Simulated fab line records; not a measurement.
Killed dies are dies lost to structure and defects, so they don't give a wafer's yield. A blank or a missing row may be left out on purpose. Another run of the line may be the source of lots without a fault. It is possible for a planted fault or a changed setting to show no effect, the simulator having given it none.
fab line records + flow nandHarc
record
- lots=11
- wafers=32
- lastDay=24
route steps=1159 shown P_M0@278 P_M1@303 END@1159
lots that met no fault: taken from a fault-free run of the same line
startH: the number of hours between the record's first day and the start of the first shown wafer of the lot + waitH: hours since the lot's step before + " identical to the entry in the row above + L1.1+2: a row that stands for several wafers + - no value present, or no start provided + * or withheld: withheld + < > ~ a bound
route shown NAME@n: names a module that has steps shown in the file, with the first one's number in the route + usual: mean and standard deviation over wafers with no fault + same: alike in all rows + chamber/n: place in a boat + sites: the reading at each site + _std_site: their standard deviation + _edge_site: outer sites' mean less inner sites' + radiusMm: for every site, how far away it sits from the centre of the wafer + mask NAME#n: copy n + behind: the most recent tool/chamber to have shaped the wafer + hold: the reason the lot was held/the length of the hold in hours/how it ended + device: whichever transistor did not switch (one of n, p or np) + end of line: tests run on the same wafers once the route is complete + a step with no rows: only its recipe + killed: at the first sort, the dies lost to defects and structure; wafer yield is something else + map: dies across one wafer; x = killed, . = not, _ = none there
set.NAME: the setting as run; set.NAME@STEP: as run at that earlier step + model.NAME: the simulator's own value behind a step, which no gauge read
route steps across a sampled set of lots; one table per step, one row per wafer
services: when a tool's chamber went out of use (startH, in hours from the record's first day, below 0 if earlier), for how many hours, and the reason
## steps
# step NHARC_P_M0_CMP_23
# recipe
- tOverpolishS=20
- targetThkNm=117.53
# usual
- edgeZonePressureFrac=1.000/0.0054
- motorCurrentA=11.4/1.2
- padLifeWafers=241/130
- retainingRingPressureFrac=1.000/0.0051
- slurryFlowMlMin=150.0/0.43
- timeToEndpointS=29/3.2
| lot.wafer | tool   | chamber | startH | waitH | edgeZonePressureFrac | motorCurrentA | padLifeWafers | retainingRingPressureFrac | slurryFlowMlMin | timeToEndpointS |
|-----------|--------|---------|--------|-------|----------------------|---------------|---------------|---------------------------|-----------------|-----------------|
| L838.1    | cmp-03 | 0       | 121.02 | -     | 0.999                | 11.9          | 192           | 1.003                     | 149.6           | 23              |
| L838.2    | "      | 1       | "      | "     | 0.998                | 10.2          | 193           | 0.996                     | 149.3           | 24              |
| L838.3    | "      | 3       | "      | "     | 1.004                | 11.7          | 195           | 0.997                     | 150.5           | 26              |
| L842.4    | cmp-03 | 1       | 146.29 | -     | 0.995                | 10.2          | 355           | 0.993                     | 149.6           | 33              |
| L842.2    | "      | 2       | "      | "     | 1.009                | 9.1           | 356           | 1.007                     | 149.0           | 31              |
| L842.5    | "      | 0       | "      | "     | 0.999                | 11.7          | -             | 1.002                     | 149.7           | 28              |
| L844.4    | cmp-04 | 3       | 147.93 | -     | 0.988                | 13.1          | 216           | 1.006                     | 149.4           | 29              |
| L844.1    | "      | 1       | "      | "     | 1.001                | 9.9           | 218           | 1.008                     | 149.9           | 33              |
| L844.2    | "      | 2       | "      | "     | 1.002                | 10.9          | 219           | 0.999                     | 150.0           | 24              |
| L846.1    | cmp-04 | 2       | 164.80 | -     | 1.003                | 11.2          | 301           | 1.002                     | 150.3           | 28              |
| L846.4    | "      | 3       | "      | "     | 1.006                | 13.1          | 302           | 1.003                     | 149.9           | 34              |
| L846.5    | "      | 1       | "      | "     | 0.996                | 10.2          | -             | 0.992                     | 149.6           | 34              |
| L847.1    | cmp-03 | 3       | 171.14 | -     | 0.997                | 12.3          | 468           | 1.007                     | 149.4           | 31              |
| L847.6    | "      | 3       | "      | "     | 0.998                | 12.0          | -             | 0.998                     | 149.4           | 30              |
| L847.5    | "      | 0       | "      | "     | 0.996                | 11.9          | -             | 1.002                     | 149.8           | 24              |
| L849.3    | cmp-02 | 1       | 180.19 | -     | 1.002                | 13.2          | 247           | 0.993                     | 149.7           | 30              |
| L849.2    | "      | 2       | "      | "     | 0.996                | 13.6          | 248           | 0.997                     | 149.9           | 32              |
| L849.5    | "      | 0       | "      | "     | 0.989                | 11.5          | -             | 0.992                     | 149.5           | 32              |
| L848.4    | cmp-04 | 0       | 180.56 | -     | 0.998                | 11.4          | 398           | 1.002                     | 149.4           | 31              |
| L848.5    | "      | 2       | "      | "     | 1.017                | 11.3          | -             | 1.001                     | 149.9           | 25              |
| L848.6    | "      | 3       | "      | "     | 0.997                | 12.4          | -             | 0.990                     | 149.4           | 31              |
| L850.1    | cmp-02 | 3       | 194.07 | -     | 1.001                | 12.0          | 306           | 0.998                     | 150.3           | 31              |
| L850.4    | "      | 1       | "      | "     | 1.000                | 12.5          | 308           | 0.999                     | 150.7           | 28              |
| L851.3    | cmp-02 | 1       | 195.19 | -     | 1.004                | 13.1          | 313           | 0.996                     | 150.6           | 25              |
| L851.6    | "      | 0       | "      | "     | 0.990                | 12.4          | -             | 1.002                     | 150.4           | 30              |
| L851.5    | "      | 1       | "      | "     | 0.995                | 12.8          | -             | 1.001                     | 150.2           | 27              |
| L859.3    | cmp-02 | 1       | 249.01 | -     | 1.008                | 12.4          | 122           | 0.995                     | 150.2           | 28              |
| L859.6    | "      | 3       | "      | "     | 1.003                | 12.1          | -             | 0.999                     | 148.9           | 27              |
| L859.5    | "      | 0       | "      | "     | 1.004                | 12.5          | -             | 1.005                     | 150.1           | 31              |
| L860.1    | cmp-04 | 0       | 249.81 | -     | 0.992                | 11.5          | 234           | 0.994                     | 150.4           | 27              |
| L860.5    | "      | 0       | "      | "     | 0.996                | 11.6          | -             | 1.008                     | 150.2           | 26              |
| L860.6    | "      | 1       | "      | "     | 0.998                | 10.0          | -             | 1.002                     | 149.5           | 32              |
# step NHARC_P_M0_PRE_CLEAN_31
# recipe
- timeS=12
- tempC=370
- rfPowerW=300
- gas=NH3
# usual
- heaterPowerW=644/62
| lot.wafer | tool     | chamber | startH | waitH | heaterPowerW | sinceWetCleanH |
|-----------|----------|---------|--------|-------|--------------|----------------|
| L838.1    | pecvd-02 | 2       | 121.56 | 0.1   | 727          | 137            |
| L838.3    | "        | 0       | "      | "     | 490          | 137            |
| L838.2    | "        | 1       | "      | "     | 629          | 137            |
| L842.2    | pecvd-01 | 1       | 146.80 | 0.1   | 622          | 78             |
| L842.4    | "        | 1       | "      | "     | 621          | -              |
| L842.5    | "        | 0       | "      | "     | 687          | -              |
| L844.2    | pecvd-03 | 1       | 148.66 | 0.3   | 673          | 24             |
| L844.1    | "        | 2       | "      | "     | 568          | 24             |
| L844.4    | "        | 0       | "      | "     | 618          | -              |
| L846.1    | pecvd-03 | 1       | 165.42 | 0.2   | 775          | 41             |
| L846.5    | "        | 1       | "      | "     | 762          | -              |
| L846.4    | "        | 0       | "      | "     | 579          | -              |
| L847.1    | pecvd-02 | 1       | 171.68 | 0.1   | 622          | 6              |
| L847.6    | "        | 1       | "      | "     | 627          | -              |
| L847.5    | "        | 0       | "      | "     | 629          | -              |
| L849.3    | pecvd-01 | 1       | 180.71 | 0.1   | 629          | 112            |
| L849.2    | "        | 2       | "      | "     | 735          | 112            |
| L849.5    | "        | 2       | "      | "     | 767          | -              |
| L848.6    | pecvd-02 | 2       | 181.09 | 0.1   | 703          | -              |
| L848.4    | "        | 0       | "      | "     | 575          | -              |
| L848.5    | "        | 1       | "      | "     | 638          | -              |
| L850.1    | pecvd-03 | 2       | 194.64 | 0.1   | 619          | 70             |
| L850.4    | "        | 1       | "      | "     | 657          | -              |
| L851.3    | pecvd-02 | 2       | 195.70 | 0.1   | 723          | 30             |
| L851.6    | "        | 2       | "      | "     | 717          | -              |
| L851.5    | "        | 0       | "      | "     | 592          | -              |
| L859.3    | pecvd-03 | 0       | 249.51 | 0.1   | 670          | 125            |
| L859.6    | "        | 0       | "      | "     | 654          | -              |
| L859.5    | "        | 1       | "      | "     | 676          | -              |
| L860.1    | pecvd-03 | 2       | 250.35 | 0.1   | 621          | 126            |
| L860.6    | "        | 2       | "      | "     | 618          | -              |
| L860.5    | "        | 1       | "      | "     | 771          | -              |
# step NHARC_P_M1_ETCH_28
# recipe
- targetDepthA=300
- overEtchFrac=0.3
- timeS=72.99
- ionEnergyEv=150
- cf4FlowSccm=50
- n2FlowSccm=100
- arFlowSccm=150
- rfW=300
- biasW=100
- chemistry=CF4/N2
# usual
- drypumpMotorCurrentA=5.9/0.41
- oesProductAu=0.998/0.01
- rfVppV=313.9/1.9
- showerheadPlenumPTorr=2.61/0.11
- throttleValvePct=19.793/0.0086
| lot.wafer | tool       | chamber | startH | waitH | drypumpMotorCurrentA | oesProductAu | rfHoursCounterH | rfVppV | showerheadPlenumPTorr | throttleValvePct |
|-----------|------------|---------|--------|-------|----------------------|--------------|-----------------|--------|-----------------------|------------------|
| L838.2    | rieDiel-09 | 2       | -      | -     | 5.7                  | 1.016        | 2               | 311.4  | 2.57                  | 19.804           |
| L838.1    | "          | 3       | "      | "     | 5.5                  | 0.986        | 2               | 316.0  | 2.75                  | 19.790           |
| L838.3    | "          | 0       | "      | "     | 5.7                  | 1.015        | 2               | 312.2  | 2.51                  | 19.802           |
| L842.4    | rieDiel-13 | 2       | -      | -     | 5.9                  | 0.997        | 1               | 310.7  | 2.49                  | 19.782           |
| L842.2    | "          | 0       | "      | "     | 6.1                  | 0.988        | 1               | 313.1  | 2.53                  | 19.797           |
| L842.5    | "          | 3       | "      | "     | 6.6                  | 0.983        | -               | 314.4  | 2.67                  | 19.797           |
| L844.1    | rieDiel-13 | 0       | -      | -     | 6.1                  | 0.997        | 1               | 312.8  | 2.53                  | 19.786           |
| L844.4    | "          | 1       | "      | "     | 6.0                  | 1.009        | 1               | 314.0  | 2.66                  | 19.784           |
| L844.2    | "          | 2       | "      | "     | 5.9                  | 1.010        | 1               | 310.3  | 2.49                  | 19.785           |
| L846.4    | rieDiel-13 | 3       | -      | -     | 6.6                  | 0.985        | 2               | 315.5  | 2.67                  | 19.796           |
| L846.1    | "          | 0       | "      | "     | 6.1                  | 0.989        | 2               | 313.1  | 2.53                  | 19.791           |
| L846.5    | "          | 0       | "      | "     | 6.1                  | 0.989        | -               | 312.5  | 2.53                  | 19.789           |
| L847.1    | rieDiel-13 | 0       | -      | -     | 6.1                  | 0.991        | 2               | 313.9  | 2.53                  | 19.788           |
| L847.5    | "          | 2       | "      | "     | 5.9                  | 0.990        | -               | 312.1  | 2.49                  | 19.788           |
| L847.6    | "          | 3       | "      | "     | 6.6                  | 1.000        | -               | 314.0  | 2.67                  | 19.799           |
| L849.3    | rieDiel-13 | 0       | -      | -     | 6.1                  | 0.999        | 2               | 311.8  | 2.53                  | 19.798           |
| L849.2    | "          | 1       | "      | "     | 6.0                  | 0.996        | 2               | 314.7  | 2.66                  | 19.795           |
| L849.5    | "          | 0       | "      | "     | 6.1                  | 0.999        | -               | 312.6  | 2.53                  | 19.807           |
| L848.4    | rieDiel-09 | 1       | -      | -     | 5.2                  | 0.998        | 6               | 316.0  | 2.81                  | 19.792           |
| L848.6    | "          | 3       | "      | "     | 5.5                  | 0.982        | -               | 317.4  | 2.75                  | 19.788           |
| L848.5    | "          | 0       | "      | "     | 5.7                  | 1.022        | -               | 312.5  | 2.51                  | 19.794           |
| L850.4    | rieDiel-13 | 0       | -      | -     | 6.1                  | 0.993        | 3               | 314.3  | 2.53                  | 19.803           |
| L850.1    | "          | 1       | "      | "     | 6.0                  | 1.003        | 2               | 314.9  | 2.66                  | 19.784           |
| L851.3    | rieDiel-09 | 0       | -      | -     | 5.7                  | 1.012        | 7               | 311.8  | 2.51                  | 19.788           |
| L851.6    | "          | 3       | "      | "     | 5.4                  | 0.979        | -               | 315.7  | 2.75                  | 19.779           |
| L851.5    | "          | 1       | "      | "     | 5.2                  | 0.995        | -               | 317.7  | 2.81                  | 19.803           |
| L859.3    | rieDiel-09 | 2       | -      | -     | 5.7                  | 1.015        | 10              | 313.9  | 2.56                  | 19.803           |
| L859.6    | "          | 1       | "      | "     | 5.2                  | 0.995        | -               | 316.8  | 2.81                  | 19.794           |
| L859.5    | "          | 2       | "      | "     | 5.7                  | 1.008        | -               | 314.4  | 2.56                  | 19.791           |
| L860.1    | rieDiel-08 | 1       | -      | -     | 6.1                  | 0.998        | 8               | 313.9  | 2.49                  | 19.774           |
| L860.6    | "          | 3       | "      | "     | 5.4                  | 0.988        | -               | 314.4  | 2.62                  | 19.809           |
| L860.5    | "          | 0       | "      | "     | 5.6                  | 0.992        | -               | 312.5  | 2.49                  | 19.791           |
# step NHARC_P_M1_CMP_23
# recipe
- tOverpolishS=20
- targetThkNm=157.82
# usual
- edgeZonePressureFrac=1.000/0.0053
- motorCurrentA=11.9/1.2
- padLifeWafers=306/170
- retainingRingPressureFrac=1.000/0.0045
- slurryFlowMlMin=150.0/0.43
- timeToEndpointS=28.7/2.8
| lot.wafer | tool   | chamber | startH | waitH | edgeZonePressureFrac | motorCurrentA | padLifeWafers | retainingRingPressureFrac | slurryFlowMlMin | timeToEndpointS |
|-----------|--------|---------|--------|-------|----------------------|---------------|---------------|---------------------------|-----------------|-----------------|
| L838.2    | cmp-01 | 0       | 125.04 | -     | 1.010                | 10.6          | 66            | 1.000                     | 149.7           | 31.5            |
| L838.3    | "      | 1       | "      | "     | 0.999                | 13.0          | 67            | 1.006                     | 150.1           | 28.2            |
| L838.1    | "      | 3       | "      | "     | 1.001                | 11.6          | 69            | 0.995                     | 149.9           | 29.7            |
| L842.2    | cmp-03 | 0       | 150.62 | -     | 1.000                | 12.1          | 379           | 0.998                     | 149.6           | 25.5            |
| L842.4    | "      | 1       | "      | "     | 1.010                | 10.2          | 380           | 1.001                     | 149.7           | 28.8            |
| L842.5    | "      | 0       | "      | "     | 1.003                | 12.3          | -             | 1.002                     | 150.2           | 25.9            |
| L844.1    | cmp-03 | 2       | 152.36 | -     | 1.005                | 8.8           | 390           | 0.997                     | 149.8           | 31.5            |
| L844.2    | "      | 3       | "      | "     | 0.994                | 11.5          | 391           | 1.000                     | 150.3           | 29.5            |
| L844.4    | "      | 0       | "      | "     | 1.002                | 11.8          | 392           | 1.002                     | 150.1           | 28.3            |
| L846.1    | cmp-01 | 2       | 169.14 | -     | 1.003                | 13.0          | 361           | 0.998                     | 149.1           | 27.0            |
| L846.4    | "      | 0       | "      | "     | 1.006                | 10.7          | 363           | 1.000                     | 150.7           | 31.6            |
| L846.5    | "      | 1       | "      | "     | 0.998                | 13.6          | -             | 0.994                     | 150.1           | 25.9            |
| L847.1    | cmp-01 | 3       | 175.33 | -     | 1.004                | 12.5          | 410           | 0.998                     | 150.4           | 28.3            |
| L847.6    | "      | 1       | "      | "     | 1.000                | 12.5          | -             | 0.997                     | 150.0           | 25.8            |
| L847.5    | "      | 2       | "      | "     | 1.007                | 14.4          | -             | 1.006                     | 149.6           | 24.5            |
| L849.2    | cmp-02 | 1       | 184.54 | -     | 1.011                | 13.2          | 265           | 0.998                     | 150.6           | 31.3            |
| L849.3    | "      | 2       | "      | "     | 1.008                | 13.3          | 266           | 1.001                     | 149.4           | 32.5            |
| L849.5    | "      | 0       | "      | "     | 0.994                | 12.0          | -             | 1.001                     | 150.2           | 33.4            |
| L848.4    | cmp-03 | 2       | 185.71 | -     | 0.993                | 9.4           | 21            | 1.005                     | 150.6           | 30.2            |
| L848.5    | "      | 3       | "      | "     | 1.008                | 11.1          | -             | 0.999                     | 150.2           | 28.5            |
| L848.6    | "      | 0       | "      | "     | 1.000                | 12.3          | -             | 0.997                     | 150.1           | 24.6            |
| L850.4    | cmp-01 | 2       | 198.31 | -     | 1.002                | 13.0          | 540           | 1.001                     | 150.0           | 26.2            |
| L850.1    | "      | 1       | "      | "     | 1.002                | 13.3          | 543           | 0.996                     | 150.0           | 26.7            |
| L851.3    | cmp-01 | 2       | 199.45 | -     | 0.997                | 13.5          | 553           | 1.005                     | 149.7           | 12.5            |
| L851.6    | "      | 1       | "      | "     | 1.002                | 13.6          | -             | 1.001                     | 150.0           | 26.8            |
| L851.5    | "      | 2       | "      | "     | 0.997                | 13.8          | -             | 1.002                     | 149.9           | 25.3            |
| L859.3    | cmp-02 | 2       | 253.18 | -     | 1.009                | 12.9          | 147           | 1.005                     | 150.1           | 32.3            |
| L859.6    | "      | 3       | "      | "     | 1.008                | 12.3          | -             | 1.002                     | 150.3           | 28.6            |
| L859.5    | "      | 0       | "      | "     | 1.006                | 12.0          | -             | 0.997                     | 149.9           | 32.1            |
| L860.1    | cmp-03 | 0       | 253.98 | -     | 1.001                | 11.8          | 447           | 1.001                     | 149.7           | 27.5            |
| L860.6    | "      | 1       | "      | "     | 1.002                | 10.2          | -             | 0.999                     | 149.9           | 27.3            |
| L860.5    | "      | 2       | "      | "     | 1.012                | 9.0           | -             | 1.004                     | 149.5           | 32.5            |
# step NHARC_P_M1_THK_MEAS_24
# recipe
- thkMeasGauge=xrf
# usual
- thkNm=158.0/1.6
| lot.wafer | tool         | chamber | startH | waitH | thkNm |
|-----------|--------------|---------|--------|-------|-------|
| L838.1    | filmMetro-01 | -       | 125.35 | -     | 156.4 |
| L838.2    | "            | -       | "      | "     | 160.9 |
| L838.3    | "            | -       | "      | "     | 160.2 |
| L842.2    | filmMetro-02 | -       | 150.92 | -     | 156.6 |
| L842.4    | "            | -       | "      | "     | 158.1 |
| L842.5    | "            | -       | "      | "     | 158.1 |
| L844.1    | filmMetro-02 | -       | 152.68 | -     | 159.9 |
| L844.2    | "            | -       | "      | "     | 159.6 |
| L844.4    | "            | -       | "      | "     | 157.2 |
| L846.1    | filmMetro-02 | -       | 169.43 | -     | 155.6 |
| L846.4    | "            | -       | "      | "     | 158.3 |
| L846.5    | "            | -       | "      | "     | 157.2 |
| L847.1    | filmMetro-01 | -       | 175.60 | -     | 159.8 |
| L847.5    | "            | -       | "      | "     | 156.9 |
| L847.6    | "            | -       | "      | "     | 155.7 |
| L849.2    | filmMetro-01 | -       | 184.83 | -     | 158.6 |
| L849.3    | "            | -       | "      | "     | 161.6 |
| L849.5    | "            | -       | "      | "     | 157.3 |
| L848.4    | filmMetro-01 | -       | 185.94 | -     | 154.6 |
| L848.5    | "            | -       | "      | "     | 156.2 |
| L848.6    | "            | -       | "      | "     | 153.4 |
| L850.1    | filmMetro-01 | -       | 198.62 | -     | 157.5 |
| L850.4    | "            | -       | "      | "     | 158.1 |
| L851.3    | filmMetro-02 | -       | 199.74 | -     | 148.0 |
| L851.5    | "            | -       | "      | "     | 157.5 |
| L851.6    | "            | -       | "      | "     | 156.6 |
| L859.3    | filmMetro-02 | -       | 253.41 | -     | 158.6 |
| L859.5    | "            | -       | "      | "     | 158.6 |
| L859.6    | "            | -       | "      | "     | 157.7 |
| L860.1    | filmMetro-01 | -       | 254.20 | -     | 157.1 |
| L860.5    | "            | -       | "      | "     | 159.5 |
| L860.6    | "            | -       | "      | "     | 158.6 |
# step NHARC_END_SORT_01
# recipe
- tempC=25
# usual
- defectLimitedYield=95.6/1.6
- killedAtArray=26/10
- killedAtOther=0.5/0.87
- killedAtPeriphery=3.0/2.5
- killedDies=29/11
- killedOpen=3.3/1.9
- killedShort=1.8/1.5
- sort_bin_2_pct=1.3/0.63
- sort_bin_3_pct=0.25/0.22
- sort_bin_4_pct=2.8/1.1
- sortNPass=648/11
- sortRimYieldPct=96.5/2.6
- sortYieldPct=95.6/1.6
# same
- grossDies=677
- sort_bin_5_pct[%]=0
- sort_bin_6_pct[%]=0
- sort_bin_7_pct[%]=0
- sort_bin_8_pct[%]=0
- sortRimNGross=106.00
| lot.wafer | tool      | chamber | startH | waitH | defectLimitedYield[%] | killedAtArray | killedAtOther | killedAtPeriphery | killedDies | killedOpen | killedShort | sort_bin_2_pct[%] | sort_bin_3_pct[%] | sort_bin_4_pct[%] | sortNPass | sortRimYieldPct[%] | sortYieldPct[%] |
|-----------|-----------|---------|--------|-------|-----------------------|---------------|---------------|-------------------|------------|------------|-------------|-------------------|-------------------|-------------------|-----------|--------------------|-----------------|
| L842.2    | prober-02 | 0       | 464.07 | 2.8   | 95.4                  | 28            | 1             | 2                 | 31         | 4          | 0           | 1.2               | 0.30              | 3.1               | 646       | 98.1               | 95.4            |
| L842.4    | prober-02 | 0       | 465.65 | 3.4   | 95.1                  | 30            | 0             | 3                 | 33         | 2          | 1           | 1.6               | 0.30              | 3.0               | 644       | 95.3               | 95.1            |
| L842.5    | prober-02 | 0       | 466.44 | 3.7   | 94.4                  | 35            | 1             | 2                 | 38         | 2          | 0           | 1.8               | 0.44              | 3.4               | 639       | 96.2               | 94.4            |
| L844.1    | prober-01 | 0       | 468.15 | 2.5   | 96.8                  | 16            | 0             | 6                 | 22         | 3          | 1           | 0.7               | 0.15              | 2.4               | 655       | 95.3               | 96.8            |
| L844.2    | prober-01 | 0       | 468.94 | 2.8   | 95.7                  | 29            | 0             | 0                 | 29         | 1          | 2           | 1.3               | 0.15              | 2.8               | 648       | 96.2               | 95.7            |
| L844.4    | prober-01 | 0       | 470.52 | 3.4   | 94.7                  | 34            | 0             | 2                 | 36         | 7          | 1           | 1.9               | 0                 | 3.4               | 641       | 99.1               | 94.7            |
| L851.3    | prober-01 | 0       | 500.70 | 3.1   | 97.0                  | 16            | 0             | 4                 | 20         | 4          | 0           | 0.9               | 0.15              | 1.9               | 657       | 95.3               | 97.0            |
| L851.5    | prober-01 | 0       | 502.31 | 3.7   | 97.5                  | 13            | 0             | 4                 | 17         | 8          | 3           | 0.4               | 0.15              | 1.9               | 660       | 98.1               | 97.5            |
| L851.6    | prober-01 | 0       | 503.12 | 4.0   | 98.8                  | 5             | 1             | 2                 | 8          | 3          | 0           | 0.3               | 0                 | 0.9               | 669       | 99.1               | 98.8            |
| L848.4    | prober-02 | 0       | 501.54 | 3.4   | 93.6                  | 41            | 0             | 2                 | 43         | 7          | 0           | 1.9               | 0.44              | 4.0               | 634       | 94.3               | 93.6            |
| L848.5    | prober-02 | 0       | 502.35 | 3.7   | 95.0                  | 32            | 1             | 1                 | 34         | 5          | 0           | 2.2               | 0.15              | 2.7               | 643       | 93.4               | 95.0            |
| L848.6    | prober-02 | 0       | 503.15 | 4.0   | 94.2                  | 38            | 0             | 1                 | 39         | 1          | 0           | 1.3               | 0.59              | 3.8               | 638       | 99.1               | 94.2            |
| L849.2    | prober-01 | 0       | 512.30 | 2.8   | 96.9                  | 15            | 1             | 5                 | 21         | 4          | 1           | 0.9               | 0.74              | 1.5               | 656       | 96.2               | 96.9            |
| L849.3    | prober-01 | 0       | 513.09 | 3.1   | 96.0                  | 23            | 0             | 4                 | 27         | 3          | 0           | 1.2               | 0.15              | 2.7               | 650       | 94.3               | 96.0            |
| L849.5    | prober-01 | 0       | 514.68 | 3.7   | 96.0                  | 23            | 1             | 3                 | 27         | 7          | 3           | 0.7               | 0.30              | 3.0               | 650       | 95.3               | 96.0            |
# killed by level:class
L842.2 A_SLIT:chamberFilmFlake=11 A_CHANNEL_HOLE_D1:chamberFilmFlake=9 A_CONTACT:chamberFilmFlake=3 A_CONTACT:geometricParticle:open=2 A_STAIRCASE:chamberFilmFlake=2 P_M0:geometricParticle:open=1 A_WL_FILL:geometricParticle:open=1 P_ZERO_WELL:chamberFilmFlake=1
L842.4 A_CHANNEL_HOLE_D1:chamberFilmFlake=16 A_SLIT:chamberFilmFlake=11 P_CONTACT:geometricParticle:open=2 A_CONTACT:chamberFilmFlake=2 P_M0:geometricParticle:short=1 A_M0:chamberFilmFlake=1
L842.5 A_CHANNEL_HOLE_D1:chamberFilmFlake=16 A_SLIT:chamberFilmFlake=11 A_CONTACT:chamberFilmFlake=4 P_ZERO_WELL:chamberFilmFlake=2 A_SGD_CUT:geometricParticle:open=1 A_CONTACT:geometricParticle:open=1 A_WL_FILL:chamberFilmFlake=1 A_BLC:chamberFilmFlake=1
L844.1 A_SLIT:chamberFilmFlake=9 P_STI:chamberFilmFlake=4 P_M2:geometricParticle:open=2 A_CHANNEL_HOLE_D1:chamberFilmFlake=2 A_SGD_CUT:geometricParticle:open=1 A_WL_FILL:geometricParticle:short=1 A_CHANNEL_FILL_D1:chamberFilmFlake=1 A_SGD_CUT:chamberFilmFlake=1
L844.2 A_SLIT:chamberFilmFlake=12 A_CHANNEL_HOLE_D1:chamberFilmFlake=6 A_CHANNEL_FILL_D1:chamberFilmFlake=4 A_ONON_D1:geometricParticle:short=1 A_ONON_D1:geometricParticle:open=1 A_SGD_CUT:geometricParticle:short=1 A_ZERO_WELL:chamberFilmFlake=1 A_STAIRCASE:chamberFilmFlake=1
L844.4 A_SLIT:chamberFilmFlake=16 A_CHANNEL_HOLE_D1:chamberFilmFlake=5 A_CONTACT:geometricParticle:open=4 A_CHANNEL_FILL_D1:chamberFilmFlake=4 A_SGD_CUT:chamberFilmFlake=2 P_CONTACT:geometricParticle:open=1 A_ONON_D1:geometricParticle:open=1 A_CHANNEL_FILL_D1:geometricParticle:short=1
L851.3 A_CONTACT:chamberFilmFlake=7 A_CHANNEL_HOLE_D1:chamberFilmFlake=3 A_CONTACT:geometricParticle:open=2 P_ZERO_WELL:chamberFilmFlake=2 A_STAIRCASE:chamberFilmFlake=2 P_M0:geometricParticle:open=1 A_WL_FILL:geometricParticle:open=1 P_STI:chamberFilmFlake=1
L848.4 A_CHANNEL_HOLE_D1:chamberFilmFlake=19 A_SLIT:chamberFilmFlake=10 A_M1:chamberFilmFlake=3 A_STAIRCASE:chamberFilmFlake=2 A_CONTACT:chamberFilmFlake=2 P_GATE:geometricParticle:open=1 P_CONTACT:geometricParticle:open=1 A_ONON_D1:geometricParticle:open=1
L851.5 A_CONTACT:chamberFilmFlake=3 A_SGD_CUT:geometricParticle:open=2 A_CONTACT:geometricParticle:open=2 P_M0:geometricParticle:open=1 P_M1:geometricParticle:short=1 A_ONON_D1:geometricParticle:open=1 A_CHANNEL_FILL_D1:geometricParticle:short=1 A_SGD_CUT:geometricParticle:short=1
L848.5 A_CHANNEL_HOLE_D1:chamberFilmFlake=11 A_SLIT:chamberFilmFlake=11 A_CONTACT:chamberFilmFlake=4 A_M1:chamberFilmFlake=2 P_GATE:geometricParticle:open=1 A_ONON_D1:geometricParticle:open=1 A_SGD_CUT:geometricParticle:open=1 A_CONTACT:geometricParticle:open=1
L851.6 A_CONTACT:chamberFilmFlake=2 P_CONTACT:geometricParticle:open=1 A_CONTACT:geometricParticle:open=1 A_BLC:geometricParticle:open=1 P_STI:chamberFilmFlake=1 A_CHANNEL_HOLE_D1:chamberFilmFlake=1 THIN_TSV:chamberFilmFlake=1
L848.6 A_CHANNEL_HOLE_D1:chamberFilmFlake=16 A_SLIT:chamberFilmFlake=14 A_STAIRCASE:chamberFilmFlake=2 A_CONTACT:chamberFilmFlake=2 A_M1:chamberFilmFlake=2 P_CONTACT:geometricParticle:open=1 A_CHANNEL_FILL_D1:chamberFilmFlake=1 A_WL_FILL:chamberFilmFlake=1
L849.2 A_SLIT:chamberFilmFlake=7 A_CHANNEL_HOLE_D1:chamberFilmFlake=3 A_STAIRCASE:chamberFilmFlake=2 P_GATE:geometricParticle:open=1 P_CONTACT:geometricParticle:open=1 P_M0:geometricParticle:open=1 A_CONTACT:geometricParticle:open=1 A_BLC:geometricParticle:short=1
L849.3 A_SLIT:chamberFilmFlake=11 A_STAIRCASE:chamberFilmFlake=4 A_CONTACT:chamberFilmFlake=4 A_CHANNEL_HOLE_D1:chamberFilmFlake=3 P_GATE:geometricParticle:open=1 P_CONTACT:geometricParticle:open=1 A_CONTACT:geometricParticle:open=1 P_STI:chamberFilmFlake=1
L849.5 A_SLIT:chamberFilmFlake=12 A_CONTACT:geometricParticle:open=2 A_BLC:geometricParticle:open=2 A_CONTACT:chamberFilmFlake=2 P_CONTACT:geometricParticle:open=1 P_M0:geometricParticle:short=1 P_M2:geometricParticle:open=1 A_CHANNEL_FILL_D1:geometricParticle:short=1
## services
| tool       | chamber | startH | hours | kind   |
|------------|---------|--------|-------|--------|
| rieDiel-13 | -       | 99.00  | 9.0   | pm     |
| cmp-03     | -       | 102.40 | 1.1   | repair |
| cmp-03     | -       | 103.77 | 2.4   | repair |
| cmp-04     | -       | 105.00 | 4.0   | pm     |
| rieDiel-09 | 3       | 105.47 | 5.6   | repair |
| cmp-01     | -       | 111.23 | 4.0   | pm     |
| pecvd-03   | -       | 111.42 | 13.0  | pm     |
| cmp-02     | -       | 125.97 | 1.7   | repair |
| cmp-02     | -       | 128.54 | 4.0   | pm     |
| cmp-03     | -       | 138.01 | 2.3   | repair |
| rieDiel-09 | 3       | 139.04 | 7.7   | repair |
| rieDiel-13 | -       | 140.30 | 0.4   | repair |
| cmp-02     | -       | 141.39 | 0.4   | repair |
| rieDiel-09 | 3       | 148.45 | 9.0   | repair |
| cmp-03     | -       | 152.61 | 0.3   | repair |
| cmp-02     | -       | 154.22 | 0.3   | repair |
| cmp-03     | -       | 168.08 | 1.1   | repair |
| cmp-03     | -       | 176.80 | 4.0   | pm     |
| rieDiel-13 | 2       | 182.80 | 5.6   | repair |
| cmp-01     | -       | 206.84 | 3.2   | repair |
| cmp-01     | -       | 210.06 | 4.0   | pm     |
| cmp-01     | -       | 222.87 | 1.0   | repair |
| cmp-02     | -       | 226.54 | 4.0   | pm     |
| cmp-03     | -       | 241.03 | 1.2   | repair |
## key
firstSign
- step=NHARC_P_M1_CMP_23
- reading=timeToEndpointS
- direction=down
- sigmas=5.7
- usual=*
- struck=*
effect
- step=NHARC_P_M1_THK_MEAS_24
- reading=thkNm
- direction=down
- sigmas=6.2
- usual=158.0
- struck=148.0
metAt NHARC_P_M1_CMP_23
struckLots L851
struckWafers L851.3
notActingAt NHARC_P_M0_CMP_23,NHARC_P_M0_PRE_CLEAN_31,NHARC_P_M1_ETCH_28
onsetBetween 175.33 199.45
fault
- kind=processParameterDrift
- tool=cmp-01
- chamber=-
- onsetH=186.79
- steps=NHARC_P_M1_CMP_23
- channel=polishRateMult
- offset=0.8
- shape=step
- endH=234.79
- scope=struckWafersOnly
